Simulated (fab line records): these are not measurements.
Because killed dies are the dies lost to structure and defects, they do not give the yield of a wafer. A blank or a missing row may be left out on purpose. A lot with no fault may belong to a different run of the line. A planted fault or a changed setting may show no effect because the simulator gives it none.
Split-lot trial || flow n5_finfet || on a route of 1938 steps: 7 lots, 21 wafers read

## SPLIT DETAILS
At N5_SD_ACTIVATION_LSA_01 (time 0.0008 s), the setting temp_c was moved away from the recipe's 1080 C on 3 of the 21 wafers read, by -1.5% to +2.7%. For the rest of the wafers, this setting stayed at what the recipe calls for.

The file shows no step between the split and the reading.

## THE READING
RS_SD_N (ohm/sq), read at N5_SD_ACTIVATION_RS_MEAS_03 with a four-point probe. Typical for fault-free wafers on this fab line: 21.9 ohm/sq, with standard deviation 0.38 ohm/sq.

{"wafer": "L074.1", "tool, chamber at the split": "laser_anneal-01, 0", "temp_c as run, C": 1109, "against the recipe": "+2.7%", "RS_SD_N, ohm/sq": 18.7, "against lot-mates on the recipe": -2.6}
{"wafer": "L074.3", "tool, chamber at the split": "laser_anneal-01, 0", "temp_c as run, C": 1080, "against the recipe": "recipe", "RS_SD_N, ohm/sq": 21.5, "against lot-mates on the recipe": "-"}
{"wafer": "L074.4", "tool, chamber at the split": "laser_anneal-01, 0", "temp_c as run, C": 1080, "against the recipe": "recipe", "RS_SD_N, ohm/sq": 21.1, "against lot-mates on the recipe": "-"}
{"wafer": "L077.1", "tool, chamber at the split": "laser_anneal-01, 0", "temp_c as run, C": 1080, "against the recipe": "recipe", "RS_SD_N, ohm/sq": 22.5, "against lot-mates on the recipe": "-"}
{"wafer": "L077.5", "tool, chamber at the split": "laser_anneal-01, 0", "temp_c as run, C": 1064, "against the recipe": "-1.5%", "RS_SD_N, ohm/sq": 23.7, "against lot-mates on the recipe": "+1.4"}
{"wafer": "L077.6", "tool, chamber at the split": "laser_anneal-01, 0", "temp_c as run, C": 1080, "against the recipe": "recipe", "RS_SD_N, ohm/sq": 22.0, "against lot-mates on the recipe": "-"}
{"wafer": "L079.3", "tool, chamber at the split": "laser_anneal-01, 0", "temp_c as run, C": 1080, "against the recipe": "recipe", "RS_SD_N, ohm/sq": 22.3, "against lot-mates on the recipe": "-"}
{"wafer": "L079.4", "tool, chamber at the split": "laser_anneal-01, 0", "temp_c as run, C": 1080, "against the recipe": "recipe", "RS_SD_N, ohm/sq": 21.9, "against lot-mates on the recipe": "-"}
{"wafer": "L079.5", "tool, chamber at the split": "laser_anneal-01, 0", "temp_c as run, C": 1080, "against the recipe": "recipe", "RS_SD_N, ohm/sq": 22.0, "against lot-mates on the recipe": "-"}
{"wafer": "L083.1", "tool, chamber at the split": "laser_anneal-01, 0", "temp_c as run, C": 1080, "against the recipe": "recipe", "RS_SD_N, ohm/sq": 21.7, "against lot-mates on the recipe": "-"}
{"wafer": "L083.2", "tool, chamber at the split": "laser_anneal-01, 0", "temp_c as run, C": 1080, "against the recipe": "recipe", "RS_SD_N, ohm/sq": 21.8, "against lot-mates on the recipe": "-"}
{"wafer": "L083.4", "tool, chamber at the split": "laser_anneal-01, 0", "temp_c as run, C": 1080, "against the recipe": "recipe", "RS_SD_N, ohm/sq": 21.6, "against lot-mates on the recipe": "-"}
{"wafer": "L091.2", "tool, chamber at the split": "laser_anneal-01, 0", "temp_c as run, C": 1080, "against the recipe": "recipe", "RS_SD_N, ohm/sq": 22.1, "against lot-mates on the recipe": "-"}
{"wafer": "L091.5", "tool, chamber at the split": "laser_anneal-01, 0", "temp_c as run, C": 1089, "against the recipe": "+0.8%", "RS_SD_N, ohm/sq": 20.7, "against lot-mates on the recipe": -1.2}
{"wafer": "L091.6", "tool, chamber at the split": "laser_anneal-01, 0", "temp_c as run, C": 1080, "against the recipe": "recipe", "RS_SD_N, ohm/sq": 21.6, "against lot-mates on the recipe": "-"}
{"wafer": "L092.2", "tool, chamber at the split": "laser_anneal-02, 0", "temp_c as run, C": 1080, "against the recipe": "recipe", "RS_SD_N, ohm/sq": 22.3, "against lot-mates on the recipe": "-"}
{"wafer": "L092.3", "tool, chamber at the split": "laser_anneal-02, 0", "temp_c as run, C": 1080, "against the recipe": "recipe", "RS_SD_N, ohm/sq": 21.9, "against lot-mates on the recipe": "-"}
{"wafer": "L092.4", "tool, chamber at the split": "laser_anneal-02, 0", "temp_c as run, C": 1080, "against the recipe": "recipe", "RS_SD_N, ohm/sq": 22.0, "against lot-mates on the recipe": "-"}
{"wafer": "L094.1", "tool, chamber at the split": "laser_anneal-02, 0", "temp_c as run, C": 1080, "against the recipe": "recipe", "RS_SD_N, ohm/sq": 21.3, "against lot-mates on the recipe": "-"}
{"wafer": "L094.3", "tool, chamber at the split": "laser_anneal-02, 0", "temp_c as run, C": 1080, "against the recipe": "recipe", "RS_SD_N, ohm/sq": 21.4, "against lot-mates on the recipe": "-"}
{"wafer": "L094.6", "tool, chamber at the split": "laser_anneal-02, 0", "temp_c as run, C": 1080, "against the recipe": "recipe", "RS_SD_N, ohm/sq": 21.8, "against lot-mates on the recipe": "-"}

THE FIT
A straight line over all 21 wafers: RS_SD_N changes by -1.2 ohm/sq for each +1% of temp_c; r = -0.93; the points scatter about the line by 0.35 ohm/sq.
The same after taking each lot's own level away (the mean of its wafers on the recipe; 21 wafers): -0.996 ohm/sq for each +1%; r = -0.96; scatter 0.2 ohm/sq.
The reading moves by 2.7 ohm/sq for the largest change in temp_c, on that fit.
Measured against the standard deviation above, the lots' own levels, which go from 21.30 to 22.25 ohm/sq, span 2.5 times it.
So the slope is not independent of the lot-to-lot level: the two fits are not the same.
Check: with one of the wafers moved furthest among these (+2.7%) left out of the fit, the line predicts -2.92 ohm/sq for it against its lot-mates. It came out at -2.6 ohm/sq against them.
Tool readings at the split's step, against how far the setting was moved: wafer_temp_C_max r = +0.98.

## ADDITIONAL SPLITS CARRIED BY THESE WAFERS
Before the reading, these wafers also passed through other splits. Each is held against what the fit with the lots' levels taken away leaves over:
{"other split on the same wafers": "N5_FIN_SAQP_COAT_50 spin_rpm", "wafers away from the commonest value": 6, "r with RS_SD_N (lot level and that fit taken away)": "+0.09"}
{"other split on the same wafers": "N5_FIN_SAQP_DEVELOP_15 develop_time_s", "wafers away from the commonest value": 8, "r with RS_SD_N (lot level and that fit taken away)": "+0.02"}
{"other split on the same wafers": "N5_SD_EPI_P_EPI_21 time_s", "wafers away from the commonest value": 6, "r with RS_SD_N (lot level and that fit taken away)": -0.20}

## THE WHOLE CHAIN: every reading that the file lists as answering this split, in the file's order
{"step": "N5_SD_ACTIVATION_LSA_01", "what it does": "time 0.0008 s", "reading": "wafer_temp_C_max", "change (the file's fit)": "withheld for each +1% of the setting", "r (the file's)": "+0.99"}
{"step": "N5_SD_ACTIVATION_RS_MEAS_03", "what it does": "measures by four-point-probe", "reading": "RS_SD_N", "change (the file's fit)": "-0.996 for each +1% of the setting", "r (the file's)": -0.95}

## THE FILE'S OWN FIT
RS_SD_N changes by -0.996 ohm/sq for each +1% of temp_c, r = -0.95.
